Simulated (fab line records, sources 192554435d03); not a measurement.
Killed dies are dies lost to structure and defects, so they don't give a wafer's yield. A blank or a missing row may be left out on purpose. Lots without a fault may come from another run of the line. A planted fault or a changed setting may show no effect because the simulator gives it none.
fab line records | flow n5_finfet | part 1 of 2: steps 1 to 24 of 33
record lots=5 wafers=15 last_day=17
route steps=1938 shown BEOL_M5@1164 BEOL_M6@1194
lots that met no fault: from a run of the same line without faults
start_h: hours from the record's first day to the start of the lot's first wafer shown | wait_h: hours since the lot's step before | " the same as in the row above | L1.1+2: a row that stands for several wafers | - no value, or no start given | * or withheld: withheld | < > ~ a bound
route shown NAME@n: a module of which the file shows steps, and the number in the route of the first | usual: mean/standard deviation of fault-free wafers | same: alike in all rows | chamber/n: place in a boat | sites: the reading at each site | _std_site: their standard deviation | _edge_site: outer sites' mean less inner sites' | radius_mm: how far each site lies from the wafer's centre | mask NAME#n: copy n | behind: the tool/chamber that last shaped the wafer | hold: why the lot was held/for how many hours/how that ended | device: the transistor (n, p or np) that didn't switch | end of line: the same wafers' tests at the end of the route | a step without rows: its recipe alone | killed: dies lost to structure and defects at the first sort, not the wafer's yield | map: a wafer's dies, x killed, . not, _ none there
set.NAME: the setting as run; set.NAME@STEP: as run at that earlier step | model.NAME: the simulator's own value behind a step, which no gauge read
lots at some steps of the route; a table a step, a row a wafer
services: from which hour (start_h, from the record's first day; less than 0 if before it) a tool's chamber was out of use, for how many hours, and why
## steps
# step N5_BEOL_M5_HM_STRIP_39
# recipe chemistry=peroxide_tin_strip material=TiN target_depth_a=250 temp_c=50 time_s=158
# usual bath_heat_duty_pct=7.0/0.76
# same time_s=158
# columns lot.wafer tool chamber start_h wait_h bath_heat_duty_pct
L074.1 wet_bench-05 3 190.14 0.0 6.3
L074.2 " 1 " " 8.1
L074.4 " 2 " " 7.0
L076.1 wet_bench-06 5 190.55 0.0 6.9
L076.3 " 3 " " 6.2
L076.6 " 7 " " 7.4
L080.1 wet_bench-01 6 213.93 0.0 6.7
L080.4 " 5 " " 5.5
L080.6 " 7 " " 6.7
L088.1 wet_bench-01 4 258.98 0.0 7.2
L088.2 " 6 " " 7.8
L088.3 " 5 " " 6.1
L094.3 wet_bench-06 5 298.15 0.0 7.1
L094.4 " 7 " " 6.5
L094.5 " 6 " " 7.7
# step N5_BEOL_M5_SRD_40
# recipe time_s=30 temp_c=23 rinse_liquid=diw dry=ipa_marangoni
# usual bath_heat_duty_pct=3.6/0.5
# same time_s=30
# columns lot.wafer tool chamber start_h wait_h bath_heat_duty_pct
L074.1 wet_bench-05 3 190.19 0.0 3.2
L074.2 " 1 " " 4.2
L074.4 " 2 " " 4.1
L076.1 wet_bench-06 5 190.60 0.0 3.8
L076.3 " 3 " " 2.7
L076.6 " 7 " " 3.5
L080.1 wet_bench-01 6 213.98 0.0 3.1
L080.4 " 5 " " 2.4
L080.6 " 7 " " 3.5
L088.1 wet_bench-01 4 259.03 0.0 4.0
L088.2 " 6 " " 3.2
L088.3 " 5 " " 2.6
L094.3 wet_bench-06 5 298.19 0.0 3.0
L094.4 " 7 " " 3.3
L094.5 " 6 " " 4.1
# step N5_BEOL_M5_PRECLEAN_42
# recipe chemistry=residue_remover time_s=60 temp_c=40
# usual bath_heat_duty_pct=4.5/0.51
# same time_s=60
# columns lot.wafer tool chamber start_h wait_h bath_heat_duty_pct
L074.1 wet_bench-05 3 190.20 0.0 3.8
L074.2 " 1 " " 4.9
L074.4 " 2 " " 5.4
L076.1 wet_bench-06 5 190.62 0.0 4.0
L076.3 " 3 " " 3.3
L076.6 " 7 " " 4.0
L080.1 wet_bench-01 6 213.99 0.0 5.1
L080.4 " 5 " " 4.0
L080.6 " 7 " " 4.9
L088.1 wet_bench-01 4 259.05 0.0 4.4
L088.2 " 6 " " 4.2
L088.3 " 5 " " 3.7
L094.3 wet_bench-06 5 298.21 0.0 3.7
L094.4 " 7 " " 4.0
L094.5 " 6 " " 4.1
# step N5_BEOL_M5_SRD_43
# recipe time_s=30 temp_c=23 rinse_liquid=diw dry=ipa_marangoni
# usual bath_heat_duty_pct=3.6/0.5
# same time_s=30
# columns lot.wafer tool chamber start_h wait_h bath_heat_duty_pct
L074.1 wet_bench-05 3 190.22 0.0 2.9
L074.2 " 1 " " 4.1
L074.4 " 2 " " 4.1
L076.1 wet_bench-06 5 190.64 0.0 4.6
L076.3 " 3 " " 3.5
L076.6 " 7 " " 2.6
L080.1 wet_bench-01 6 214.01 0.0 4.4
L080.4 " 5 " " 3.2
L080.6 " 7 " " 4.4
L088.1 wet_bench-01 4 259.07 0.0 3.4
L088.2 " 6 " " 4.0
L088.3 " 5 " " 2.9
L094.3 wet_bench-06 5 298.23 0.0 4.0
L094.4 " 7 " " 3.2
L094.5 " 6 " " 3.2
# step N5_BEOL_M5_CD_MEAS_35
# recipe target_cd_nm=28 target_cd_y_nm=24 polarity=opening
# usual cd_nm=28.13/0.29
# columns lot.wafer tool chamber start_h wait_h cd_nm
L074.1 cd_sem-02 - 190.26 0.0 27.52
L074.2 " - " " 28.12
L074.4 " - " " 28.17
L076.1 cd_sem-01 - 190.68 0.0 28.33
L076.3 " - " " 28.06
L076.6 " - " " 28.18
L080.1 cd_sem-01 - 214.05 0.0 27.83
L080.4 " - " " 27.83
L080.6 " - " " 28.19
L088.1 cd_sem-02 - 259.11 0.0 28.10
L088.2 " - " " 28.08
L088.3 " - " " 28.11
L094.3 cd_sem-01 - 298.27 0.0 28.12
L094.4 " - " " 28.03
L094.5 " - " " 27.91
# step N5_BEOL_M5_CURE_80
# recipe temp_c=370 time_s=120 ambient=DMADMS/He material=SiCOH_lowk
# usual lamp_power_pct=52.31/0.052 wafer_temp_C_max=371.8/0.74
# same time_s=120
# columns lot.wafer tool chamber start_h wait_h lamp_power_pct wafer_temp_C_max
L074.1 uv_cure-01 1 190.30 0.0 52.38 372.2
L074.2 " 1 " " 52.32 372.2
L074.4 " 1 " " 52.25 371.6
L076.1 uv_cure-01 2 190.72 0.0 52.40 373.5
L076.3 " 2 " " 52.29 372.7
L076.6 " 2 " " 52.35 373.2
L080.1 uv_cure-03 1 214.49 0.4 52.33 370.7
L080.4 " 1 " " 52.31 371.0
L080.6 " 1 " " 52.34 371.3
L088.1 uv_cure-03 2 259.19 0.1 52.39 371.8
L088.2 " 2 " " 52.30 371.9
L088.3 " 2 " " 52.33 371.4
L094.3 uv_cure-02 1 298.51 0.2 52.37 371.0
L094.4 " 1 " " 52.33 371.3
L094.5 " 1 " " 52.43 370.9
# step N5_BEOL_M5_DEGAS_44
# recipe ambient=vacuum temp_c=250 time_s=60
# usual heater_power_w=343/39
# same time_s=60
# columns lot.wafer tool chamber start_h wait_h heater_power_w
L074.1 pvd_sputter-02 - 190.63 0.3 383
L074.2 " - " " 302
L074.4 " - " " 380
L076.1 pvd_sputter-02 - 191.25 0.5 327
L076.3 " - " " 299
L076.6 " - " " 304
L080.1 pvd_sputter-01 - 215.43 0.9 351
L080.4 " - " " 351
L080.6 " - " " 358
L088.1 pvd_sputter-03 - 259.75 0.5 428
L088.2 " - " " 307
L088.3 " - " " 378
L094.3 pvd_sputter-01 - 299.03 0.4 347
L094.4 " - " " 355
L094.5 " - " " 357
# step N5_BEOL_M5_PRE_CLEAN_45
# recipe gas=H2/He time_s=30 temp_c=250
# usual heater_power_w=343/39
# same time_s=30
# columns lot.wafer tool chamber start_h wait_h heater_power_w
L074.1 pvd_sputter-02 - 190.67 0.0 379
L074.2 " - " " 303
L074.4 " - " " 388
L076.1 pvd_sputter-02 - 191.29 0.0 345
L076.3 " - " " 302
L076.6 " - " " 297
L080.1 pvd_sputter-01 - 215.47 0.0 350
L080.4 " - " " 350
L080.6 " - " " 354
L088.1 pvd_sputter-03 - 259.79 0.0 418
L088.2 " - " " 291
L088.3 " - " " 377
L094.3 pvd_sputter-01 - 299.07 0.0 351
L094.4 " - " " 350
L094.5 " - " " 356
# step N5_BEOL_M5_ALD_86
# recipe material=TaN target_thk_a=* temp_c=275 ald_precursor_family=PDMAT ald_co_reactant=NH3 pressure_torr=3 carrier_flow_sccm=1500 pulse_time_s=2 purge_time_s=3 co_reactant_purge_time_s=2 co_reactant_pulse_time_s=3 ald_cycles=30 precursor_vessel_temp_c=75 precursor_vessel_pressure_torr=26.25 precursor_vessel_carrier_sccm=1000
# usual heater_power_w=427/40
# columns lot.wafer tool chamber start_h wait_h heater_power_w
L074.1 ald_metal-02 3 190.74 0.0 436
L074.2 " 2 " " 456
L074.4 " 1 " " 429
L076.1 ald_metal-03 2 191.58 0.3 366
L076.3 " 1 " " 452
L076.6 " 2 " " 367
L080.1 ald_metal-03 2 215.53 0.0 370
L080.4 " 0 " " 429
L080.6 " 3 " " 404
L088.1 ald_metal-02 3 259.89 0.1 440
L088.2 " 2 " " 455
L088.3 " 1 " " 415
L094.3 ald_metal-04 2 299.13 0.0 498
L094.4 " 3 " " 420
L094.5 " 3 " " 410
# step N5_BEOL_M5_SURFACE_TREAT_87
# recipe gas=Ar time_s=* ion_energy_ev=* ion_current_ma_cm2=0.5 pressure_mtorr=* ar_flow_sccm=30
# usual throttle_valve_pct=*
# same time_s=*
# columns lot.wafer tool chamber start_h wait_h throttle_valve_pct
L074.1 pvd_sputter-02 - 191.11 0.3 *
L074.2 " - " " *
L074.4 " - " " *
L076.1 pvd_sputter-03 - 192.32 0.6 *
L076.3 " - " " *
L076.6 " - " " *
L080.1 pvd_sputter-03 - 215.78 0.2 *
L080.4 " - " " *
L080.6 " - " " *
L088.1 pvd_sputter-03 - 261.87 1.9 *
L088.2 " - " " *
L088.3 " - " " *
L094.3 pvd_sputter-03 - 299.51 0.3 *
L094.4 " - " " *
L094.5 " - " " *
# step N5_BEOL_M5_CVD_47
# recipe material=Co target_thk_a=30 temp_c=withheld precursor=CCTBA/H2 pressure_torr=30 time_s=216
# same time_s=216
# columns lot.wafer tool chamber start_h wait_h
L074.1+2+4 cvd_co-01 0,1,2 191.18 0.0
L076.1+3+6 cvd_co-01 2,1,1 192.40 0.1
L080.1+4+6 cvd_co-01 1,1,0 215.84 0.0
L088.1+2+3 cvd_co-01 0,1,2 261.93 0.0
L094.3+4+5 cvd_co-01 1,1,2 299.59 0.1
# step N5_BEOL_M5_SPUTTER_48
# recipe material=Cu target_thk_a=150 temp_c=-20 chamber_pressure_pa=0.07 power_w=withheld time_s=27.62
# usual chuck_gas_flow_sccm=1.27/0.056 throttle_valve_pct=30.4/0.8
# same time_s=27.62
# columns lot.wafer tool chamber start_h wait_h chuck_gas_flow_sccm throttle_valve_pct
L074.1 pvd_sputter-02 - 191.33 0.1 1.28 30.7
L074.2 " - " " 1.25 29.1
L074.4 " - " " 1.25 30.6
L076.1 pvd_sputter-03 - 192.68 0.2 1.24 31.0
L076.3 " - " " 1.36 31.5
L076.6 " - " " 1.26 31.6
L080.1 pvd_sputter-02 - 216.01 0.1 1.35 30.3
L080.4 " - " " 1.28 29.9
L080.6 " - " " 1.31 30.6
L088.1 pvd_sputter-03 - 262.11 0.1 1.21 31.1
L088.2 " - " " 1.24 31.8
L088.3 " - " " 1.31 30.6
L094.3 pvd_sputter-01 - 299.74 0.1 1.27 31.1
L094.4 " - " " 1.22 29.8
L094.5 " - " " 1.21 30.8
# step N5_BEOL_M5_ANNEAL_49
# recipe temp_c=400 time_s=1800 ambient=vacuum
# usual heater_power_w=868/94
# same time_s=1800
# columns lot.wafer tool chamber start_h wait_h heater_power_w
L074.1 pvd_sputter-02 - 191.41 0.0 960
L074.2 " - " " 958
L074.4 " - " " 864
L076.1 pvd_sputter-03 - 192.76 0.0 931
L076.3 " - " " 865
L076.6 " - " " 854
L080.1 pvd_sputter-02 - 216.09 0.0 832
L080.4 " - " " 743
L080.6 " - " " 845
L088.1 pvd_sputter-03 - 262.19 0.0 951
L088.2 " - " " 871
L088.3 " - " " 738
L094.3 pvd_sputter-01 - 299.82 0.0 884
L094.4 " - " " 737
L094.5 " - " " 866
# step N5_BEOL_M5_SPUTTER_81
# recipe material=Cu target_thk_a=150 temp_c=-20 chamber_pressure_pa=0.07 power_w=withheld time_s=27.62
# usual chuck_gas_flow_sccm=1.26/0.05 throttle_valve_pct=30.4/0.77
# same time_s=27.62
# columns lot.wafer tool chamber start_h wait_h chuck_gas_flow_sccm throttle_valve_pct
L074.1 pvd_sputter-02 - 192.42 0.5 1.27 31.2
L074.2 " - " " 1.25 29.3
L074.4 " - " " 1.25 30.5
L076.1 pvd_sputter-03 - 193.76 0.5 1.29 31.1
L076.3 " - " " 1.26 31.8
L076.6 " - " " 1.33 31.8
L080.1 pvd_sputter-02 - 217.10 0.5 1.30 30.2
L080.4 " - " " 1.30 29.7
L080.6 " - " " 1.26 30.5
L088.1 pvd_sputter-03 - 263.20 0.5 1.22 31.2
L088.2 " - " " 1.26 31.8
L088.3 " - " " 1.28 30.4
L094.3 pvd_sputter-01 - 300.83 0.5 1.23 30.8
L094.4 " - " " 1.18 29.8
L094.5 " - " " 1.40 31.1
# step N5_BEOL_M5_ANNEAL_82
# recipe temp_c=400 time_s=1800 ambient=vacuum
# usual heater_power_w=866/96
# same time_s=1800
# columns lot.wafer tool chamber start_h wait_h heater_power_w
L074.1 pvd_sputter-02 - 192.50 0.0 962
L074.2 " - " " 941
L074.4 " - " " 844
L076.1 pvd_sputter-03 - 193.84 0.0 927
L076.3 " - " " 881
L076.6 " - " " 859
L080.1 pvd_sputter-02 - 217.18 0.0 829
L080.4 " - " " 748
L080.6 " - " " 848
L088.1 pvd_sputter-03 - 263.28 0.0 941
L088.2 " - " " 886
L088.3 " - " " 723
L094.3 pvd_sputter-01 - 300.91 0.0 853
L094.4 " - " " 722
L094.5 " - " " 863
# step N5_BEOL_M5_SPUTTER_83
# recipe material=Cu target_thk_a=150 temp_c=-20 chamber_pressure_pa=0.07 power_w=withheld time_s=27.62
# usual chuck_gas_flow_sccm=1.27/0.051 throttle_valve_pct=30.4/0.78
# same time_s=27.62
# columns lot.wafer tool chamber start_h wait_h chuck_gas_flow_sccm throttle_valve_pct
L074.1 pvd_sputter-02 - 193.51 0.5 1.25 31.2
L074.2 " - " " 1.37 29.2
L074.4 " - " " 1.30 30.4
L076.1 pvd_sputter-03 - 194.85 0.5 1.22 31.3
L076.3 " - " " 1.26 32.0
L076.6 " - " " 1.23 32.0
L080.1 pvd_sputter-02 - 218.18 0.5 1.27 30.3
L080.4 " - " " 1.24 29.9
L080.6 " - " " 1.23 30.2
L088.1 pvd_sputter-03 - 264.28 0.5 1.29 31.4
L088.2 " - " " 1.22 31.7
L088.3 " - " " 1.33 30.4
L094.3 pvd_sputter-01 - 301.92 0.5 1.24 30.8
L094.4 " - " " 1.30 29.9
L094.5 " - " " 1.23 30.8
# step N5_BEOL_M5_ANNEAL_84
# recipe temp_c=400 time_s=1800 ambient=vacuum
# usual heater_power_w=867/95
# same time_s=1800
# columns lot.wafer tool chamber start_h wait_h heater_power_w
L074.1 pvd_sputter-02 - 193.59 0.0 965
L074.2 " - " " 939
L074.4 " - " " 848
L076.1 pvd_sputter-03 - 194.93 0.0 965
L076.3 " - " " 844
L076.6 " - " " 861
L080.1 pvd_sputter-02 - 218.26 0.0 855
L080.4 " - " " 748
L080.6 " - " " 841
L088.1 pvd_sputter-03 - 264.36 0.0 934
L088.2 " - " " 873
L088.3 " - " " 726
L094.3 pvd_sputter-01 - 302.00 0.0 888
L094.4 " - " " 718
L094.5 " - " " 875
# step N5_BEOL_M5_SPUTTER_88
# recipe material=Cu target_thk_a=150 temp_c=-20 chamber_pressure_pa=0.07 power_w=withheld time_s=27.62
# usual chuck_gas_flow_sccm=1.26/0.055 throttle_valve_pct=30.4/0.78
# same time_s=27.62
# columns lot.wafer tool chamber start_h wait_h chuck_gas_flow_sccm throttle_valve_pct
L074.1 pvd_sputter-02 - 194.59 0.5 1.21 31.0
L074.2 " - " " 1.33 29.1
L074.4 " - " " 1.33 30.5
L076.1 pvd_sputter-03 - 195.94 0.5 1.38 31.4
L076.3 " - " " 1.30 31.6
L076.6 " - " " 1.24 31.7
L080.1 pvd_sputter-02 - 219.27 0.5 1.26 30.5
L080.4 " - " " 1.27 29.7
L080.6 " - " " 1.31 30.4
L088.1 pvd_sputter-03 - 265.37 0.5 1.33 31.4
L088.2 " - " " 1.30 31.7
L088.3 " - " " 1.25 30.7
L094.3 pvd_sputter-01 - 303.00 0.5 1.22 31.1
L094.4 " - " " 1.28 29.7
L094.5 " - " " 1.23 30.9
# step N5_BEOL_M5_ANNEAL_89
# recipe temp_c=400 time_s=1800 ambient=vacuum
# usual heater_power_w=868/97
# same time_s=1800
# columns lot.wafer tool chamber start_h wait_h heater_power_w
L074.1 pvd_sputter-02 - 194.67 0.0 972
L074.2 " - " " 948
L074.4 " - " " 840
L076.1 pvd_sputter-03 - 196.02 0.0 928
L076.3 " - " " 882
L076.6 " - " " 894
L080.1 pvd_sputter-02 - 219.35 0.0 866
L080.4 " - " " 775
L080.6 " - " " 855
L088.1 pvd_sputter-03 - 265.45 0.0 948
L088.2 " - " " 869
L088.3 " - " " 732
L094.3 pvd_sputter-01 - 303.08 0.0 881
L094.4 " - " " 722
L094.5 " - " " 878
# step N5_BEOL_M5_SPUTTER_90
# recipe material=Cu target_thk_a=45 temp_c=-20 chamber_pressure_pa=0.07 power_w=withheld time_s=8.29
# usual chuck_gas_flow_sccm=1.26/0.057 throttle_valve_pct=30.4/0.78
# same time_s=8.29
# columns lot.wafer tool chamber start_h wait_h chuck_gas_flow_sccm throttle_valve_pct
L074.1 pvd_sputter-02 - 195.68 0.5 1.36 31.0
L074.2 " - " " 1.24 29.0
L074.4 " - " " 1.39 30.6
L076.1 pvd_sputter-03 - 197.02 0.5 1.29 31.3
L076.3 " - " " 1.19 31.9
L076.6 " - " " 1.28 31.9
L080.1 pvd_sputter-02 - 220.36 0.5 1.32 30.5
L080.4 " - " " 1.22 29.5
L080.6 " - " " 1.23 30.3
L088.1 pvd_sputter-03 - 266.46 0.5 1.21 31.1
L088.2 " - " " 1.32 31.9
L088.3 " - " " 1.31 30.6
L094.3 pvd_sputter-01 - 304.09 0.5 1.25 30.8
L094.4 " - " " 1.20 29.6
L094.5 " - " " 1.19 30.8
# step N5_BEOL_M5_ECD_50
# recipe material=Cu target_thk_a=3000
# columns lot.wafer tool chamber start_h wait_h
L074.1+2+4 ecd_cu-02 1,0,1 195.80 0.1
L076.1+3+6 ecd_cu-01 1,0,1 197.14 0.1
L080.1+4+6 ecd_cu-02 1,0,0 220.47 0.1
L088.1+2+3 ecd_cu-01 1,0,1 266.58 0.1
L094.3+4+5 ecd_cu-01 1,0,0 304.23 0.1
# step N5_BEOL_M5_ANNEAL_51
# recipe temp_c=225 time_s=90 ambient=N2
# usual wafer_temp_C_max=225.93/0.29
# same time_s=90
# columns lot.wafer tool chamber start_h wait_h wafer_temp_C_max
L074.1 rtp_anneal-01 0 195.88 0.1 225.85
L074.2 " 0 " " 225.29
L074.4 " 0 " " 225.83
L076.1 rtp_anneal-01 0 197.29 0.1 225.51
L076.3 " 0 " " 225.21
L076.6 " 0 " " 225.47
L080.1 rtp_anneal-02 0 220.81 0.3 226.34
L080.4 " 0 " " 225.98
L080.6 " 0 " " 225.94
L088.1 rtp_anneal-02 0 266.66 0.1 226.46
L088.2 " 0 " " 226.43
L088.3 " 0 " " 226.38
L094.3 rtp_anneal-02 0 304.38 0.1 225.86
L094.4 " 0 " " 226.23
L094.5 " 0 " " 226.16
# step N5_BEOL_M5_CMP_52
# recipe stop_on=SiCOH_lowk t_overpolish_s=6.9 down_force_psi=1 platen_rpm=50 clearing_platen_down_force_psi=1.5 clearing_platen_rpm=50 post_cmp_clean=cu_alkaline target_thk_nm=62 clearing_platen_pad_velocity_m_s=0.99484 pad_velocity_m_s=0.99484
# usual barrier_field_endpoint_s=24.6/0.58 edge_zone_pressure_frac=1.000/0.0049 motor_current_A=6.0/0.58 overpolish_run_s=6.900/0.0094 platen_rpm=50.00/0.033 time_to_endpoint_s=61.1/2.4
# columns lot.wafer tool chamber start_h wait_h barrier_field_endpoint_s edge_zone_pressure_frac motor_current_A overpolish_run_s platen_rpm time_to_endpoint_s
L074.1 cmp-03 3 196.18 0.3 24.5 1.000 6.0 6.883 50.00 62.1
L074.4 " 1 " " 24.6 0.997 7.0 6.887 49.97 61.8
L074.2 " 2 " " 24.6 1.002 5.7 6.890 50.03 62.6
L076.1 cmp-02 3 197.64 0.3 25.3 0.998 5.9 6.900 50.03 64.8
L076.3 " 0 " " 25.4 1.002 5.7 6.916 49.95 64.3
L076.6 " 2 " " 25.8 1.002 4.8 6.906 50.02 64.4
L080.1 cmp-03 1 221.19 0.3 25.0 1.014 6.8 6.915 50.03 62.0
L080.4 " 2 " " 25.8 1.004 5.7 6.898 49.98 65.1
L080.6 " 0 " " 25.4 0.997 6.5 6.903 50.03 64.0
L088.3 cmp-03 1 266.96 0.2 24.5 0.999 6.8 6.900 49.96 62.5
L088.1 " 2 " " 24.0 1.005 5.7 6.923 50.00 65.8
L088.2 " 0 " " 25.0 1.006 6.4 6.882 50.03 62.4
L094.3 cmp-03 0 304.59 0.2 24.6 0.984 6.4 6.897 50.02 61.6
L094.4 " 1 " " 24.2 0.992 6.7 6.883 50.04 59.1
L094.5 " 0 " " 25.2 0.986 6.6 6.907 50.02 62.9
# step N5_BEOL_M5_THK_MEAS_53
# recipe thk_meas_gauge=xrf reads=Cu_of_BEOL_M5_ECD_50
# usual M5_THK=61.3/1.6
# columns lot.wafer tool chamber start_h wait_h M5_THK[nm]
L074.1 film_metro-02 - 196.48 - 64.0
L074.2 " - " " 62.6
L074.4 " - " " 62.6
L076.1 film_metro-02 - 197.89 - 63.0
L076.3 " - " " 62.0
L076.6 " - " " 62.8
L080.1 film_metro-01 - 221.40 - 60.8
L080.4 " - " " 63.2
L080.6 " - " " 60.9
L088.1 film_metro-02 - 267.25 - 62.2
L088.2 " - " " 63.6
L088.3 " - " " 63.9
L094.3 film_metro-01 - 304.88 - 57.9
L094.4 " - " " 59.4
L094.5 " - " " 59.3
